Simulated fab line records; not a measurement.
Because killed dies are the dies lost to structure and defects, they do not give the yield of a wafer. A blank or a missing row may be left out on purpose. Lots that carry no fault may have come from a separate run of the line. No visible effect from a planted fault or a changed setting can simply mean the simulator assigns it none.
Matching of chambers / flow n5-finfet / N5_FIN_SAQP_SPACER1_ETCHBACK_25 on rie-diel-03 has 4 sister chambers
The step etches SiO2 in CHF3/O2, target depth 24.4 nm, time 12.2 s. 7 wafers are shown with their chamber, then 7 later ones without.

== WAFERS, EACH WITH ITS CHAMBER ==
wafer=L091.2; chamber=1; showerhead-plenum-p-Torr (Torr)=2.35; drypump-motor-current-A (A)=6.0
wafer=L091.3; chamber=0; showerhead-plenum-p-Torr (Torr)=2.58; drypump-motor-current-A (A)=5.5
wafer=L092.2; chamber=3; showerhead-plenum-p-Torr (Torr)=2.38; drypump-motor-current-A (A)=5.3
wafer=L092.4; chamber=1; showerhead-plenum-p-Torr (Torr)=2.35; drypump-motor-current-A (A)=6.0
wafer=L092.6; chamber=2; showerhead-plenum-p-Torr (Torr)=2.35; drypump-motor-current-A (A)=5.1
wafer=L094.2; chamber=2; showerhead-plenum-p-Torr (Torr)=2.35; drypump-motor-current-A (A)=5.2
wafer=L094.4; chamber=3; showerhead-plenum-p-Torr (Torr)=2.37; drypump-motor-current-A (A)=5.4

== WAFERS MISSING THEIR CHAMBER ==
wafer=L094.5; showerhead-plenum-p-Torr (Torr)=2.35; drypump-motor-current-A (A)=5.2
wafer=L096.2; showerhead-plenum-p-Torr (Torr)=2.34; drypump-motor-current-A (A)=5.2
wafer=L096.3; showerhead-plenum-p-Torr (Torr)=2.57; drypump-motor-current-A (A)=5.5
wafer=L096.6; showerhead-plenum-p-Torr (Torr)=2.34; drypump-motor-current-A (A)=5.2
wafer=L097.2; showerhead-plenum-p-Torr (Torr)=2.57; drypump-motor-current-A (A)=5.5
wafer=L097.4; showerhead-plenum-p-Torr (Torr)=2.34; drypump-motor-current-A (A)=5.2
wafer=L097.6; showerhead-plenum-p-Torr (Torr)=2.34; drypump-motor-current-A (A)=5.2

== WHICH CHAMBER EACH ONE RAN IN ==
wafer=L094.5; from the rows above=2; in truth=2
wafer=L096.2; from the rows above=2; in truth=2
wafer=L096.3; from the rows above=0; in truth=0
wafer=L096.6; from the rows above=2; in truth=2
wafer=L097.2; from the rows above=0; in truth=0
wafer=L097.4; from the rows above=2; in truth=2
wafer=L097.6; from the rows above=2; in truth=2
Correctly placed: 7 of 7. Can't be placed from these rows: 0. 0 placed wrongly.
How it was worked out, from the rows above alone: a wafer's distance from a chamber is the root of the sum, over the readings, of the square of ((its reading less the chamber's mean) divided by the reading's scatter). The wafer belongs to the nearest chamber; if the next one is less than 2 further off, it can't be placed. Each chamber's mean is taken over the wafers shown for it. How the scatter is found: for the shown wafers, subtract from each reading the mean of its chamber, square and add these, divide the total by (wafers less chambers), then take the root.
